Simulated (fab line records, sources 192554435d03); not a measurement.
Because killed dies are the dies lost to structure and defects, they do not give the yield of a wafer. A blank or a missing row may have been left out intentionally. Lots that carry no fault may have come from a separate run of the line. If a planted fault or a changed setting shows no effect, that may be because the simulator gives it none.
fab line records	flow n5-finfet
[record] lots = 5	wafers = 14	last-day = 17
route steps=1938 shown FIN_CUT@162 BEOL_M4@1111 PASSIVATION@1936
lots untouched by any fault: they come from a run of this same line in which no faults occurred
start-h: start of the lot's first displayed wafer, in hours after the record's first day	wait-h: hours elapsed since this lot's preceding step	" unchanged from the row above	L1.1+2: several wafers, shown together as one row	- value missing, or start not given	* or withheld: withheld	< > ~ a bound
route shown NAME@n: names a module that has steps shown in the file, with the first one's number in the route	usual: mean and standard deviation over wafers with no fault	same: alike in all rows	chamber/n: place in a boat	sites: readings site by site	_std_site: their standard deviation	_edge_site: inner sites' mean taken away from outer sites' mean	radius-mm: for every site, how far away it sits from the centre of the wafer	mask NAME#n: copy n	behind: the most recent tool/chamber to have shaped the wafer	hold: the reason the lot was held/the length of the hold in hours/how it ended	device: the n, p or np transistor that did not switch	end of line: at the end of the route, the tests of the same wafers	a step with no rows: only its recipe	killed: dies lost to structure and defects at the first sort, not the wafer's yield	map: per-die view of a wafer (x killed, . not killed, _ where there is no die)
set.NAME: the setting as run; set.NAME@STEP: as run at that earlier step	model.NAME: the simulator's own value behind a step, which no gauge read
a table for each step, a row for each wafer; lots at some steps of the route
services: the hour from which a tool's chamber was out of use, counted from the record's first day as start-h (under 0 if before that day), plus the number of hours and why
[[steps]]
[step N5_FIN_CUT_DEVELOP_07]
[recipe] develop-time-s = 30	developer = TMAH	resist = CAR-EUV	rinse-liquid = surfactant-rinse	dry = air-spin	dev-temp-c = 23
[step N5_FIN_CUT_CD_MEAS_08]
[recipe] target-cd-nm = 29.1	landing-energy-ev = 500	detector = se-inlens	polarity = opening
[usual] cd-nm = 29.10/0.24
lot.wafer	tool	chamber	start-h	wait-h	cd-nm
L134.1	cd-sem-01	0	38.59	-	28.96
L134.3	"	0	"	"	29.18
L134.5	"	0	"	"	29.03
L137.3	cd-sem-01	0	56.97	-	29.38
L137.4	"	0	"	"	28.88
L137.5	"	0	"	"	29.14
L144.1	cd-sem-01	0	100.89	-	29.00
L144.4	"	0	"	"	28.87
L151.1	cd-sem-01	0	142.04	-	28.82
L151.3	"	0	"	"	29.42
L151.5	"	0	"	"	28.80
L155.1	cd-sem-01	0	164.74	-	29.06
L155.4	"	0	"	"	29.26
L155.6	"	0	"	"	29.49
[step N5_FIN_CUT_OVL_MEAS_09]
[recipe] points-per-wafer = 522
[usual] FIN_CUT_OVL = 0.1/0.74
lot.wafer	tool	chamber	start-h	wait-h	FIN_CUT_OVL[nm]
L134.1	overlay-02	0	38.62	0.0	0.2
L134.3	"	0	"	"	-0.1
L134.5	"	0	"	"	0.5
L137.3	overlay-02	0	57.01	0.0	-0.1
L137.4	"	0	"	"	-1.0
L137.5	"	0	"	"	-1.0
L144.1	overlay-01	0	100.92	0.0	-0.9
L144.4	"	0	"	"	0.1
L151.1	overlay-02	0	142.08	0.0	-0.9
L151.3	"	0	"	"	-0.8
L151.5	"	0	"	"	-0.5
L155.1	overlay-01	0	164.77	0.0	-0.7
L155.4	"	0	"	"	0.0
L155.6	"	0	"	"	-0.3
[step N5_FIN_CUT_INSPECT_10]
[recipe] mode = adi	inspect-instrument = brightfield
[usual] raw-defect-count = 38/9.3
lot.wafer	tool	chamber	start-h	wait-h	raw-defect-count
L134.1	defect-inspect-01	-	38.68	0.1	51
L134.3	"	-	"	"	34
L134.5	"	-	"	"	61
L137.3	defect-inspect-01	-	57.06	0.0	39
L137.4	"	-	"	"	43
L137.5	"	-	"	"	33
L144.1	defect-inspect-01	-	100.98	0.1	33
L144.4	"	-	"	"	35
L151.1	defect-inspect-01	-	142.13	0.1	37
L151.3	"	-	"	"	48
L151.5	"	-	"	"	31
L155.1	defect-inspect-02	-	164.83	0.1	45
L155.4	"	-	"	"	28
L155.6	"	-	"	"	46
[step N5_FIN_CUT_DESCUM_13]
[recipe] chemistry = O2	time-s = 7	source-power-w = 50	bias-power-w = 20	pressure-mtorr = 20	rf-frequency-hz = 2.712e+07	temp-c = 40	resist = CAR-EUV	o2-flow-sccm = 225
[step N5_FIN_CUT_ETCH_30]
[recipe] chemistry = N2/H2	target = underlayer	target-depth-a = 130	mask-material = CAR-EUV	time-s = 10.4	ion-energy-ev = 200	pressure-mtorr = 30	source-w = 840	bias-w = 150	n2-flow-sccm = 200	h2-flow-sccm = 200	ends = cleared
[usual] bias-w = 150.0/0.4	drypump-motor-current-A = 5.9/0.43	etch-rf-on-time-s = 10.46/0.16	oes-product-au = 0.68/0.09	rf-vpp-V = 525.0/2.5	showerhead-plenum-p-Torr = 2.58/0.086	throttle-valve-pct = 17.85/0.27
lot.wafer	tool	chamber	start-h	wait-h	bias-w	drypump-motor-current-A	etch-rf-on-time-s	oes-product-au	rf-hours-counter-h	rf-vpp-V	showerhead-plenum-p-Torr	throttle-valve-pct
L134.1	rie-diel-06	2	38.94	0.0	149.6	5.2	10.47	0.58	245	526.0	2.60	18.09
L134.3	"	0	"	"	149.6	6.0	10.48	0.61	196	523.7	2.52	17.98
L134.5	"	3	"	"	149.8	5.9	10.28	0.77	-	529.2	2.70	17.60
L137.3	rie-diel-03	2	57.12	0.0	149.9	5.3	10.56	0.68	104	522.4	2.47	18.03
L137.4	"	3	"	"	150.7	5.3	10.51	0.61	211	523.8	2.52	18.12
L137.5	"	3	"	"	149.7	5.4	10.53	0.60	-	522.0	2.52	18.14
L144.1	rie-diel-06	2	101.05	0.0	149.8	5.2	10.52	0.79	15	523.2	2.59	17.72
L144.4	"	2	"	"	149.7	5.3	10.42	0.80	-	526.6	2.59	17.70
L151.1	rie-diel-03	3	142.55	0.0	149.2	5.3	10.51	0.58	238	522.1	2.51	18.18
L151.3	"	2	"	"	149.5	5.3	10.57	0.65	132	520.8	2.46	18.08
L151.5	"	1	"	"	150.3	6.0	10.49	0.64	-	528.3	2.66	18.20
L155.1	rie-diel-03	0	164.90	0.0	149.3	6.7	10.27	0.77	16	521.8	2.50	17.73
L155.4	"	1	"	"	149.6	6.0	10.56	0.63	-	527.3	2.65	18.21
L155.6	"	0	"	"	149.9	6.6	10.32	0.78	-	522.1	2.50	17.74
[step N5_FIN_CUT_ETCH_20]
[recipe] chemistry = CF4	target = SiARC	target-depth-a = 260	mask-material = CAR-EUV	time-s = 43.3	ion-energy-ev = 80	pressure-mtorr = 40	source-w = 545	bias-w = 36	Ar_flow_sccm = 100	cf4-flow-sccm = 100	ends = cleared
[step N5_FIN_CUT_ETCH_21]
[recipe] chemistry = N2/H2	target = SOC	target-depth-a = 2190	overetch-a = 438	mask-material = SiARC	temp-c = 40	ion-energy-ev = 100	bias-w = 61	time-s = 523.5	pressure-mtorr = 30	source-w = 850	n2-flow-sccm = 200	h2-flow-sccm = 200
[usual] bias-w = 61.00/0.19	drypump-motor-current-A = 5.9/0.44	oes-product-au = 0.73/0.092	rf-vpp-V = 241.2/1.3	showerhead-plenum-p-Torr = 2.58/0.086	throttle-valve-pct = 17.81/0.27
lot.wafer	tool	chamber	start-h	wait-h	bias-w	drypump-motor-current-A	oes-product-au	rf-hours-counter-h	rf-vpp-V	showerhead-plenum-p-Torr	throttle-valve-pct
L134.1	rie-diel-06	2	39.00	0.0	61.03	5.2	0.62	245	241.7	2.60	18.04
L134.3	"	0	"	"	60.80	6.0	0.65	196	239.8	2.52	17.92
L134.5	"	3	"	"	61.20	5.9	0.83	-	242.8	2.70	17.53
L137.3	rie-diel-03	2	57.18	0.0	61.18	5.3	0.73	104	239.4	2.47	17.98
L137.4	"	3	"	"	61.10	5.4	0.65	211	240.3	2.52	18.08
L137.5	"	3	"	"	61.03	5.4	0.65	-	240.6	2.52	18.08
L144.1	rie-diel-06	2	101.11	0.0	61.08	5.2	0.85	15	242.2	2.59	17.67
L144.4	"	2	"	"	61.00	5.2	0.84	-	242.0	2.59	17.67
L151.1	rie-diel-03	3	142.60	0.0	60.92	5.4	0.63	238	238.9	2.51	18.13
L151.3	"	2	"	"	60.92	5.3	0.71	133	240.3	2.46	18.04
L151.5	"	1	"	"	60.91	5.9	0.70	-	242.5	2.66	18.14
L155.1	rie-diel-03	0	164.95	0.0	60.99	6.6	0.83	16	239.8	2.50	17.71
L155.4	"	1	"	"	60.90	6.0	0.68	-	241.7	2.65	18.16
L155.6	"	0	"	"	60.69	6.7	0.83	-	241.3	2.50	17.69
[step N5_FIN_CUT_STRIP_23]
[recipe] chemistry = N2/H2	temp-c = 40	n2-flow-sccm = 200	h2-flow-sccm = 200	rf-frequency-hz = 6e+07
[step N5_FIN_CUT_STRIP_31]
[recipe] chemistry = N2/H2	temp-c = 40	n2-flow-sccm = 200	h2-flow-sccm = 200	rf-frequency-hz = 6e+07
[step N5_FIN_CUT_STRIP_24]
[recipe] chemistry = CF4	resist = SiARC	power-w = 300	bias-power-w = 75	pressure-mtorr = 50	cf4-flow-sccm = 150	rf-frequency-hz = 6e+07
[usual] drypump-motor-current-A = 5.9/0.44	oes-product-au = 0.79/0.098	rf-vpp-V = 271.6/1.5	showerhead-plenum-p-Torr = 1.82/0.058	throttle-valve-pct = 13.55/0.28
lot.wafer	tool	chamber	start-h	wait-h	drypump-motor-current-A	oes-product-au	rf-hours-counter-h	rf-vpp-V	showerhead-plenum-p-Torr	throttle-valve-pct
L134.1	rie-diel-06	2	39.32	0.0	5.2	0.67	246	272.3	1.83	13.86
L134.3	"	0	"	"	6.0	0.70	196	270.8	1.77	13.70
L134.5	"	3	"	"	5.8	0.89	-	272.1	1.90	13.20
L137.3	rie-diel-03	2	57.50	0.0	5.3	0.79	104	269.6	1.74	13.58
L137.4	"	3	"	"	5.4	0.70	211	271.0	1.78	13.94
L137.5	"	3	"	"	5.4	0.70	-	272.0	1.78	13.94
L144.1	rie-diel-06	2	101.43	0.0	5.2	0.92	15	273.1	1.83	13.34
L144.4	"	2	"	"	5.2	0.92	-	272.5	1.83	13.36
L151.1	rie-diel-03	3	142.93	0.0	5.3	0.69	238	271.1	1.77	14.01
L151.3	"	2	"	"	5.3	0.77	133	270.3	1.73	13.65
L151.5	"	1	"	"	5.9	0.74	-	273.5	1.86	13.77
L155.1	rie-diel-03	0	165.28	0.0	6.7	0.88	16	268.7	1.77	13.42
L155.4	"	1	"	"	6.0	0.74	-	273.3	1.86	13.78
L155.6	"	0	"	"	6.7	0.89	-	270.1	1.77	13.41
[step N5_FIN_CUT_CUT_ETCH_26]
[recipe] chemistry = CH3F/O2	target = SiNx	target-depth-a = 390	mask-material = SOC	time-s = 55.7	pressure-mtorr = 30	source-w = 395	bias-w = 73	Ar_flow_sccm = 150	CH3F_flow_sccm = 30	O2_flow_sccm = 20	ion-energy-ev = 120
[usual] bias-w = 73.00/0.22	drypump-motor-current-A = 5.9/0.44	oes-product-au = 0.79/0.1	rf-vpp-V = 298/3.9	showerhead-plenum-p-Torr = 2.03/0.067	throttle-valve-pct = 16.34/0.27
lot.wafer	tool	chamber	start-h	wait-h	bias-w	drypump-motor-current-A	oes-product-au	rf-hours-counter-h	rf-vpp-V	showerhead-plenum-p-Torr	throttle-valve-pct
L134.1	rie-diel-06	2	39.34	0.0	72.78	5.2	0.66	246	303	2.06	16.64
L134.3	"	0	"	"	72.99	5.9	0.69	196	292	1.99	16.50
L134.5	"	3	"	"	73.18	5.8	0.89	-	295	2.12	15.98
L137.3	rie-diel-03	2	57.52	0.0	73.09	5.3	0.79	104	297	1.93	16.33
L137.4	"	3	"	"	73.13	5.4	0.70	211	302	1.99	16.72
L137.5	"	3	"	"	72.91	5.3	0.70	-	302	1.99	16.72
L144.1	rie-diel-06	2	101.45	0.0	73.17	5.2	0.93	15	304	2.05	16.23
L144.4	"	2	"	"	72.65	5.2	0.93	-	303	2.05	16.21
L151.1	rie-diel-03	3	142.95	0.0	73.04	5.3	0.68	238	302	1.98	16.77
L151.3	"	2	"	"	72.91	5.3	0.78	133	295	1.92	16.41
L151.5	"	1	"	"	72.92	5.9	0.75	-	299	2.09	16.56
L155.1	rie-diel-03	0	165.30	0.0	73.49	6.7	0.91	16	301	1.96	16.20
L155.4	"	1	"	"	72.48	6.0	0.75	-	298	2.08	16.56
L155.6	"	0	"	"	73.30	6.6	0.91	-	302	1.96	16.22
[step N5_FIN_CUT_CUT_ETCH_27]
[recipe] chemistry = CHF3/O2	target = SiO2	target-depth-a = 40	mask-material = SOC	overetch-a = 20	time-s = 4.9	pressure-mtorr = 30	source-w = 650	bias-w = 170	Ar_flow_sccm = 200	CHF3_flow_sccm = 50	O2_flow_sccm = 5	ion-energy-ev = 200
[usual] bias-w = 170.0/0.54	drypump-motor-current-A = 5.9/0.44	oes-product-au = 0.63/0.078	rf-vpp-V = 525/7.1	showerhead-plenum-p-Torr = 2.44/0.078	throttle-valve-pct = 18.81/0.26
lot.wafer	tool	chamber	start-h	wait-h	bias-w	drypump-motor-current-A	oes-product-au	rf-hours-counter-h	rf-vpp-V	showerhead-plenum-p-Torr	throttle-valve-pct	model.SOC_of_FIN_CUT_COAT_18.thk-nm
L134.1	rie-diel-06	2	39.39	0.0	170.6	5.2	0.54	246	534	2.47	19.08	207.8
L134.3	"	0	"	"	169.2	6.0	0.56	196	516	2.39	18.95	207.2
L134.5	"	3	"	"	170.1	5.9	0.71	-	519	2.55	18.45	207.4
L137.3	rie-diel-03	2	57.57	0.0	169.9	5.3	0.63	104	524	2.33	18.81	208.2
L137.4	"	3	"	"	169.1	5.4	0.57	211	533	2.39	19.16	208.4
L137.5	"	3	"	"	170.6	5.4	0.56	-	534	2.39	19.17	208
L144.1	rie-diel-06	2	101.50	0.0	169.7	5.2	0.74	15	535	2.47	18.72	208
L144.4	"	2	"	"	170.4	5.2	0.73	-	534	2.47	18.72	205.8
L151.1	rie-diel-03	3	142.99	0.0	168.9	5.4	0.54	238	533	2.38	19.20	208.2
L151.3	"	2	"	"	170.0	5.3	0.62	133	522	2.32	18.88	207.6
L151.5	"	1	"	"	170.6	5.9	0.59	-	524	2.51	19.03	207.6
L155.1	rie-diel-03	0	165.34	0.0	170.7	6.7	0.71	16	534	2.37	18.72	206.4
L155.4	"	1	"	"	169.8	5.9	0.59	-	525	2.51	19.05	206.4
L155.6	"	0	"	"	170.9	6.7	0.72	-	532	2.37	18.71	206
[step N5_FIN_CUT_PRECLEAN_35]
[recipe] time-s = 13.3	temp-c = 45	pressure-torr = 125	p-hf-torr = 3	p-coreactant-torr = 25	chemistry = vHF
[step N5_FIN_CUT_CUT_ETCH_15]
[recipe] chemistry = HBr/Cl2/O2	target = Si	target-depth-a = 1000	bt-time-s = 10	mask-material = SOC	time-s = 42.4	ion-energy-ev = *	bias-w = *	pressure-mtorr = 10	icp-w = 800	HBr_flow_sccm = 150	Cl2_flow_sccm = 80	O2_flow_sccm = 12
[usual] bias-w = *	drypump-motor-current-A = 5.7/0.38	oes-product-au = 0.989/0.013	throttle-valve-pct = 37.13/0.25
lot.wafer	tool	chamber	start-h	wait-h	bias-w	drypump-motor-current-A	oes-product-au	rf-hours-counter-h	throttle-valve-pct
L134.1	rie-si-05	0	39.53	0.1	*	5.7	0.997	13	36.74
L134.3	"	3	"	"	*	5.8	0.989	21	37.25
L134.5	"	2	"	"	*	5.9	0.973	-	37.08
L137.3	rie-si-01	3	57.72	0.0	*	5.9	0.969	196	36.79
L137.4	"	1	"	"	*	5.2	0.981	125	37.24
L137.5	"	2	"	"	*	6.3	0.984	-	37.29
L144.1	rie-si-01	1	101.65	0.1	*	5.1	0.977	126	37.26
L144.4	"	0	"	"	*	5.0	0.993	194	37.23
L151.1	rie-si-06	2	143.14	0.1	*	5.7	0.984	11	36.68
L151.3	"	3	"	"	*	5.4	0.982	87	37.59
L151.5	"	1	"	"	*	5.8	1.005	-	37.39
L155.1	rie-si-01	1	165.49	0.1	*	5.2	0.984	127	37.26
L155.4	"	1	"	"	*	5.2	0.987	-	37.27
L155.6	"	3	"	"	*	5.9	1.023	-	37.07
[step N5_FIN_CUT_CUT_ETCH_28]
[recipe] chemistry = HBr/Cl2/O2	target = Si	target-depth-a = 60	mask-material = SOC	time-s = 2.4	ion-energy-ev = *	bias-w = *	pressure-mtorr = 10	icp-w = 800	HBr_flow_sccm = 150	Cl2_flow_sccm = 80	O2_flow_sccm = 12
[usual] bias-w = *	drypump-motor-current-A = 5.7/0.38	oes-product-au = 0.990/0.013	throttle-valve-pct = 37.13/0.25
lot.wafer	tool	chamber	start-h	wait-h	bias-w	drypump-motor-current-A	oes-product-au	rf-hours-counter-h	throttle-valve-pct	model.SOC_of_FIN_CUT_COAT_18.thk-nm
L134.1	rie-si-05	0	39.59	0.0	*	5.7	0.994	13	36.72	168.8
L134.3	"	3	"	"	*	5.8	0.982	21	37.26	168
L134.5	"	2	"	"	*	5.9	0.975	-	37.07	168.4
L137.3	rie-si-01	3	57.77	0.0	*	5.9	0.975	196	36.79	168.6
L137.4	"	1	"	"	*	5.2	0.985	125	37.25	169.6
L137.5	"	2	"	"	*	6.3	0.986	-	37.28	168.2
L144.1	rie-si-01	1	101.70	0.0	*	5.2	0.982	126	37.25	169
L144.4	"	0	"	"	*	5.0	0.985	194	37.22	165.8
L151.1	rie-si-06	2	143.20	0.0	*	5.7	0.988	11	36.69	169.4
L151.3	"	3	"	"	*	5.4	0.973	87	37.59	168.8
L151.5	"	1	"	"	*	5.7	1.014	-	37.39	168.6
L155.1	rie-si-01	1	165.55	0.0	*	5.2	0.974	127	37.25	167.6
L155.4	"	1	"	"	*	5.1	0.984	-	37.26	167.6
L155.6	"	3	"	"	*	5.9	1.020	-	37.05	167.4
[step N5_FIN_CUT_STRIP_22]
[recipe] chemistry = N2/H2	power-w = 500	temp-c = 40	pressure-mtorr = 50	rf-frequency-hz = 6e+07	overash-fraction = 0.3	bias-power-w = 8	h2-frac = 0.5	n2-flow-sccm = 300	h2-flow-sccm = 300
[step N5_BEOL_M4_RC_MEAS_101]
[usual] DIBL_N = 36.3/1.2	DIBL_P = 36.1/1.6	IOFF_N = 0.161/0.023	IOFF_P = 0.209/0.027	ION_N = 676/8.9	ION_P = 462/5.3	SS_N = 71.5/0.51	SS_P = 73.2/0.5	VT_N = 249.1/2.5	VT_P = -249.9/2.8
lot.wafer	tool	chamber	start-h	wait-h	DIBL_N[mV/V]	DIBL_P[mV/V]	IOFF_N[nA/um]	IOFF_P[nA/um]	ION_N[uA/um]	ION_P[uA/um]	SS_N[mV/dec]	SS_P[mV/dec]	VT_N[mV]	VT_P[mV]
L134.1	prober-01	0	179.90	0.0	35.8	34.1	0.147	0.202	673	464	71.1	72.4	251.4	-247.8
L134.3	"	0	"	"	36.9	34.8	0.161	0.207	676	459	71.2	72.6	251.6	-249.9
L134.5	"	0	"	"	38.2	37.4	0.191	0.245	690	470	71.9	73.7	250.0	-247.3
L137.3	prober-02	0	196.89	0.3	39.4	39.3	0.240	0.321	689	465	71.8	73.9	243.6	-242.6
L137.4	"	0	"	"	35.7	34.6	0.152	0.226	670	468	70.9	72.7	250.1	-244.9
L137.5	"	0	"	"	36.5	35.4	0.160	0.238	673	471	70.8	72.8	246.7	-245.7
L144.1	prober-02	0	246.32	0.0	37.5	36.2	0.169	0.252	674	463	71.9	73.3	247.4	-244.1
L144.4	"	0	"	"	36.9	36.3	0.165	0.255	678	471	71.0	72.7	247.4	-244.3
L151.1	prober-01	0	278.61	0.0	34.8	33.6	0.139	0.183	663	463	70.6	72.9	249.4	-254.0
L151.3	"	0	"	"	36.9	35.7	0.164	0.216	673	461	71.5	72.9	248.3	-248.8
L151.5	"	0	"	"	37.2	35.9	0.181	0.222	678	464	72.0	73.6	248.5	-248.1
L155.1	prober-01	0	310.21	0.0	34.6	33.6	0.125	0.169	669	460	71.2	73.0	252.8	-252.1
L155.4	"	0	"	"	35.6	34.4	0.136	0.179	672	460	71.8	73.0	252.2	-250.3
L155.6	"	0	"	"	36.8	36.1	0.154	0.201	677	459	71.5	73.3	249.4	-251.0
[step N5_PASSIVATION_PROBE_49]
[usual] defect-limited-yield = 91.3/1.5	killed_at_M0_to_M3 = 35/10	killed_at_M4_up = 13/5.3	killed-at-contacts = 12/5.7	killed-at-front-end = 39/11	killed-at-other = 3.3/2.7	killed-dies = 102/18	killed-open = 67/13	killed-short = 34/7.8	sort_bin_5_function = 5.1/1	sort_bin_6_memory = 3.3/0.68	sort-n-pass = 1078/18	sort-yield-pct = 91.3/1.5
[same] gross-dies = 1180	killed-at-back-side = 0	sort_bin_4_leakage[%] = 0	sort_bin_8_speed[%] = 0
lot.wafer	tool	chamber	start-h	wait-h	defect-limited-yield[%]	killed_at_M0_to_M3	killed_at_M4_up	killed-at-contacts	killed-at-front-end	killed-at-other	killed-dies	killed-open	killed-short	sort_bin_5_function[%]	sort_bin_6_memory[%]	sort-n-pass	sort-yield-pct[%]
L137.3	prober-01	-	290.86	0.1	91.6	39	20	15	23	2	99	77	21	4.7	3.6	1081	91.6
L137.4	prober-01	-	290.91	0.2	93.6	21	15	7	25	8	76	46	28	3.9	2.4	1104	93.6
L137.5	prober-01	-	290.96	0.2	91.9	26	17	19	24	10	96	59	37	4.3	3.6	1084	91.9
L144.4	prober-02	-	352.42	0.2	92.8	37	10	9	23	6	85	54	31	4.2	2.6	1095	92.8
// killed by level:class
L137.3 MOL_CONTACT_COAG:geometric-particle:open=13 BEOL_M2:geometric-particle:open=8 BEOL_M0_SAQP:geometric-particle:open=7 BEOL_M3:geometric-particle:open=7 BEOL_M4:geometric-particle:open=6 FIN_SAQP:geometric-particle:open=5 DUMMY_GATE:geometric-particle:open=5 BEOL_M5:geometric-particle:open=5
L137.4 BEOL_M4:geometric-particle:open=8 STI_FIN_REVEAL:geometric-particle:open=6 BEOL_M0:geometric-particle:short=5 MOL_CONTACT_COAG:geometric-particle:short=4 BEOL_M1:geometric-particle:open=4 STARTING-WAFER:geometric-particle:short=4 FIN_SAQP:geometric-particle:open=3 DUMMY_GATE:geometric-particle:open=3
L137.5 MOL_CONTACT_COAG:geometric-particle:open=11 MOL_CONTACT_COAG:geometric-particle:short=8 BEOL_M4:geometric-particle:open=6 BEOL_M0_SAQP:geometric-particle:open=5 DUMMY_GATE:geometric-particle:open=4 BEOL_M0_SAQP:geometric-particle:short=4 BEOL_M1:geometric-particle:open=4 BEOL_M2:geometric-particle:open=4
L144.4 BEOL_M0_SAQP:geometric-particle:short=10 BEOL_M2:geometric-particle:open=10 BEOL_M0_SAQP:geometric-particle:open=6 MOL_CONTACT_COAG:geometric-particle:open=5 FIN_SAQP:geometric-particle:open=4 STI_FIN_REVEAL:geometric-particle:open=4 GATE_CUT:geometric-particle:short=4 MOL_CONTACT_COAG:geometric-particle:short=4
[[services]]
tool	chamber	start-h	hours	kind
rie-si-06	-	28.38	1.0	repair
rie-diel-03	-	29.48	0.5	repair
rie-si-05	-	48.03	1.3	repair
rie-diel-06	2	54.54	-	clean
rie-diel-06	2	54.54	-	consumable-replace:focus-ring
rie-diel-06	2	54.54	11.3	scheduled-down
rie-diel-06	2	54.54	11.3	vent-cycle
rie-si-01	1	60.09	4.1	repair
rie-si-01	2	81.04	-	clean
rie-si-01	2	81.04	15.6	scheduled-down
rie-si-01	2	81.04	15.6	vent-cycle
rie-diel-06	1	87.13	-	clean
rie-diel-06	1	87.13	-	consumable-replace:focus-ring
rie-diel-06	1	87.13	27.5	scheduled-down
rie-diel-06	1	87.13	27.5	vent-cycle
rie-si-06	0	87.43	6.4	repair
rie-diel-06	0	88.86	4.1	repair
rie-diel-03	0	98.81	-	clean
rie-diel-03	0	98.81	-	consumable-replace:focus-ring
rie-diel-03	0	98.81	21.2	scheduled-down
rie-diel-03	0	98.81	21.2	vent-cycle
rie-diel-06	2	117.42	1.2	repair
rie-si-01	2	139.12	2.8	repair
rie-diel-03	3	164.52	1.7	repair
[[key]]
first-sign none at tools or gauges
[model-effect] step = N5_FIN_CUT_CUT_ETCH_27	value = SOC_of_FIN_CUT_COAT_18.thk-nm	without = 207.2	struck = 205.8
[model-effect] step = N5_FIN_CUT_CUT_ETCH_28	value = SOC_of_FIN_CUT_COAT_18.thk-nm	without = 167.2	struck = 165.8
met-at N5_FIN_CUT_CUT_ETCH_27
struck-wafers L144.4
onset-between 39.39 101.50
[fault] kind = process-parameter-drift	tool = rie-diel-06	chamber = -	onset-h = 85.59	steps = N5_FIN_CUT_CUT_ETCH_27	channel = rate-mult	offset = 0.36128	shape = step	end-h = 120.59	scope = struck-wafers-only
